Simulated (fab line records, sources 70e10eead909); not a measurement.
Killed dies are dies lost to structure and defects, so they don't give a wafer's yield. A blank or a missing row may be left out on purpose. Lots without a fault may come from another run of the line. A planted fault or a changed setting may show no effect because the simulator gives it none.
A struck lot beside a sound one | flow nand_harc | 15 steps out of a route of 1159
Sound: wafers L582.1, L582.4, L582.6. Struck: wafers L589.2, L589.5, L589.6. The cause comes at the end.
At each step with rows: each side's tool, then ch and its chambers, then its first start. Under that, the readings that differ: sound wafers | struck wafers | difference of the means | sigmas: that difference in standard deviations of wafers without a fault.
alike: readings whose means differ by less than 2 such deviations, and words and numbers that are the same on both sides. not compared: withheld readings, readings that some wafer has no value for, bounds like >300 that may hide the same value, and numbers for which the record gives no deviation and whose values overlap.
The two part at a step that has a row with sigmas, a row that says differs or no value, or rows on one side only. Numbers that don't overlap but have no deviation are shown without sigmas and don't part them. A reading that every wafer of one side lacks parts them only if that side has two wafers or more.

first, 2 steps without rows for these wafers: NHARC_A_CONTACT_PEB_67 (peb time 65 s); NHARC_A_CONTACT_DEVELOP_68 (develop time 35 s).
NHARC_A_CONTACT_CD_MEAS_69: target cd 200 nm.
  sound on cd_sem-03 ch 0, day 20 00:37; struck on cd_sem-01 ch 0, day 21 10:41
  alike: cd_nm
NHARC_A_CONTACT_OVL_MEAS_70:
  sound on overlay-02, day 20 00:42; struck on overlay-02, day 21 10:47
  reading           | sound       | struck       | difference | sigmas
  overlay_y_nm (nm) | 1.4 2.0 1.3 | 0.3 -0.3 0.0 | -1.6       | -2
  alike: overlay_x_nm
NHARC_A_CONTACT_INSPECT_71:
  sound on defect_inspect-01, day 20 00:44; struck on defect_inspect-02, day 21 10:49
  alike: raw_defect_count
then, 1 step without rows for these wafers: NHARC_A_CONTACT_DESCUM_74 (chemistry O2, time 3 s).
NHARC_A_CONTACT_ETCH_75: etches the open film in CF4, target depth 39 nm, time 65 s.
  sound on rie_diel-11 ch 0,2, day 20 00:53; struck on rie_diel-01 ch 0,1,3, day 21 10:58
  alike: bias_w, cf4_flow_sccm, drypump_motor_current_A, mfc_ar_sccm, oes_product_au, rf_vpp_V, showerhead_plenum_p_Torr, throttle_valve_pct
  not compared: rf_hours_counter_h
NHARC_A_CONTACT_ETCH_76: etches the open film in N2/H2, target depth 260 nm, time 475.3 s.
  sound on rie_diel-11 ch 0,3; struck on rie_diel-01 ch 0,1,2
  alike: bias_w, chamber_pressure_mTorr, drypump_motor_current_A, mfc_ar_sccm, oes_product_au, rf_vpp_V, showerhead_plenum_p_Torr, throttle_valve_pct
  not compared: rf_hours_counter_h
NHARC_A_CONTACT_ETCH_77: etches the open film in CF4/CHF3, target depth 72.6 nm, time 36.3 s.
  sound on rie_diel-11 ch 2,3; struck on rie_diel-01 ch 1,2,3
  reading               | sound             | struck            | difference | sigmas
  oes_product_au (a.u.) | 0.992 0.963 0.994 | 0.925 0.914 0.923 | -0.062     | -3
  alike: bias_w, cf4_flow_sccm, drypump_motor_current_A, mfc_ar_sccm, rf_vpp_V, showerhead_plenum_p_Torr, throttle_valve_pct
  not compared: rf_hours_counter_h
NHARC_A_CONTACT_ETCH_78: etches the open film in O2/COS, target depth 2800 nm, time 728 s.
  sound on rie_diel-11 ch 2,3; struck on rie_diel-01 ch 1,2
  alike: bias_w, chamber_pressure_mTorr, drypump_motor_current_A, mfc_ar_sccm, oes_product_au, rf_vpp_V, showerhead_plenum_p_Torr, throttle_valve_pct
  not compared: rf_hours_counter_h
NHARC_A_CONTACT_ETCH_124: etches the open film in C4F8/O2/Ar, time 140 s, target depth 700 nm.
  sound on har_cap_etch-01 ch 0,1, day 20 01:58; struck on har_cap_etch-03 ch 0,1, day 21 11:59
  alike: chamber_pressure_mTorr, oes_air_line_au
  not compared: rf_hours_counter_h
then, 1 step without rows for these wafers: NHARC_A_CONTACT_ETCH_125 (etches the open film in C4F8/O2/Ar, time 155 s, target depth 956 nm).
NHARC_A_CONTACT_ETCH_126: etches the open film in C4F8/O2/Ar, time 155 s, target depth 956 nm.
  sound on har_cap_etch-01 ch 0,1, day 20 02:17; struck on har_cap_etch-03 ch 0,1, day 21 12:20
  no value came back on the struck wafers for chamber_pressure_mTorr (mTorr), oes_air_line_au (a.u.); on the sound wafers chamber_pressure_mTorr (mTorr) reads 19.995 20.016 19.985
  not compared: rf_hours_counter_h
then, 1 step without rows for these wafers: NHARC_A_CONTACT_ETCH_127 (etches the open film in C4F8/O2/Ar, time 155 s, target depth 956 nm).
-- the record jumps here: 3 days lie between the struck wafers' starts before and after (it left off in module A_CONTACT and takes up again in module END, whose first step shown is number 1159 of the route) --
NHARC_END_SORT_01:
  the record has rows for the struck wafers here (prober-02 ch 0, day 24 03:25) and none for the sound ones

WHERE THEY PART
First at NHARC_A_CONTACT_OVL_MEAS_70; last, within this record, at NHARC_END_SORT_01.

WHY: what the simulator had put in
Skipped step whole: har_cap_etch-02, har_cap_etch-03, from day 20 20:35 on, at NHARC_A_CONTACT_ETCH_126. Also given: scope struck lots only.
